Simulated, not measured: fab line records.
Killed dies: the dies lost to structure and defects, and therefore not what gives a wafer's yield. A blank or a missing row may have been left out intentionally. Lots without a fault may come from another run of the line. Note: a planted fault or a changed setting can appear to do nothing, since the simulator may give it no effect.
Matching of chambers -- flow n5 finfet -- N5_GATE_CUT_STRIP_59 on rie diel-02 has 4 sister chambers
The step strips in N2/H2, time 20 s. 4 wafers are shown with their chamber, then 9 later ones without.

## WAFERS WITH THEIR CHAMBER
wafer,chamber,drypump motor current A (A)
L081.5,3,5.4
L088.1,0,5.0
L088.3,1,5.2
L088.4,2,5.8

## WAFERS WHOSE CHAMBER IS MISSING
wafer,drypump motor current A (A)
L091.1,5.8
L091.3,5.0
L091.6,5.5
L094.2,5.2
L094.3,5.0
L094.6,5.0
L096.3,5.8
L096.4,5.0
L096.6,5.0

## CHAMBER TAKEN BY EACH
wafer,from the rows above,in truth
L091.1,2,2
L091.3,0,0
L091.6,3,3
L094.2,1,1
L094.3,0,0
L094.6,0,0
L096.3,2,2
L096.4,0,0
L096.6,0,0
Correct placement for 9 of the 9. Not placeable from these rows: 0. Placed wrongly: 0.
How it was worked out, from the rows above alone: a wafer's distance from a chamber is the root of the sum, over the readings, of the square of ((its reading less the chamber's mean) divided by the reading's scatter). If the next closest chamber is less than 2 further off than the closest, the wafer can't be placed; otherwise it belongs to the closest. For every chamber, the mean is computed from those of its wafers that are shown. The scatter (one wafer shown for each chamber): square how far every hidden wafer sits from the nearest shown wafer, average those squares and take the square root.
